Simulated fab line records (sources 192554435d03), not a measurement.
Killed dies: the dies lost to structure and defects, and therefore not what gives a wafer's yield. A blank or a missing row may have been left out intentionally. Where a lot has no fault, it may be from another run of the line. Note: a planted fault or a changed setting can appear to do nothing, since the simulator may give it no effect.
A single fault, viewed from 2 desks	flow n5 finfet	every desk sees just its own numbers, and what lay behind them comes last

THE TOOL OWNER'S DESK: pvd sputter-02
Per lot that ran on this tool, the mean of the sampled wafers carrying a number, from the tool's own readings at N5_BEOL_M2_ANNEAL_80 (time 240 s). Marked OUT: a lot whose mean sits more than 4 standard deviations from the usual mean, which makes it out of limits; the brackets give that distance.
Columns: A = heater power w at N5_BEOL_M2_ANNEAL_80, usual 795 W; B = susceptor temp C at N5_BEOL_M2_ANNEAL_80, usual 399.98 C; C = susceptor_temp_C_max at N5_BEOL_M2_ANNEAL_80, usual 401.0
lot	first seen here	A	B	C
L668	day 8 12:22	769	400.02	401.5
L671	day 9 03:05	699	399.97	401.0
L673	day 9 22:26	706	399.95	400.6
L684	day 12 13:14	712	399.90	401.0
This desk's finding: nothing out of limits on any of the 4 lots.

AT THE METROLOGY DESK
What the gauges read, lot by lot, whatever tool the lot ran on: means of the sampled wafers that have a number. Marked OUT: a lot whose mean sits more than 4 standard deviations from the usual mean, which makes it out of limits; the brackets give that distance. Only the readings that lie furthest out on some lot appear, 7 of the 10 it has.
Columns: A = DIBL_N at N5_BEOL_M4_RC_MEAS_101, usual 36.7 mV/V; B = IOFF_N at N5_BEOL_M4_RC_MEAS_101, usual 0.18 nA/um; C = IOFF_P at N5_BEOL_M4_RC_MEAS_101, usual 0.23 nA/um; D = ION_P at N5_BEOL_M4_RC_MEAS_101, usual 467 uA/um; E = SS_N at N5_BEOL_M4_RC_MEAS_101, usual 71.7 mV/dec; F = VT_N at N5_BEOL_M4_RC_MEAS_101, usual 249 mV; G = VT_P at N5_BEOL_M4_RC_MEAS_101, usual -250 mV
lot	first seen here	A	B	C	D	E	F	G
L661	day 7 13:15	35.7	0.16	0.22	461	71.7	250	-252
L662	day 8 08:13	36.8	0.17	0.21	472	71.4	249	-251
L666	day 9 03:58	37.2	0.18	0.25	473	71.9	251	-250
L668	day 9 10:56	34.0	0.15	0.20	478	70.6	249	-249
L670	day 10 00:06	38.1	0.19	0.28	479	72.1	246	-246
L671	day 10 08:22	37.2	0.17	0.18	458	72.0	250	-255
L673	day 10 19:13	34.8	0.14	0.20	476	70.5	250	-249
L682	day 13 07:21	35.7	0.18	0.18	459	72.0	247	-256
L684	day 13 12:54	37.3	0.19	0.22	465	71.9	246	-251
L683	day 13 16:04	35.1	0.13	0.16	462	71.0	253	-257
This desk's finding: nothing out of limits on any of the 10 lots.

PUT TOGETHER
Nothing out of limits was seen by the tool owner's desk.
Metrology desk: nothing out of limits seen.

WHAT THE SIMULATOR HAD INSERTED
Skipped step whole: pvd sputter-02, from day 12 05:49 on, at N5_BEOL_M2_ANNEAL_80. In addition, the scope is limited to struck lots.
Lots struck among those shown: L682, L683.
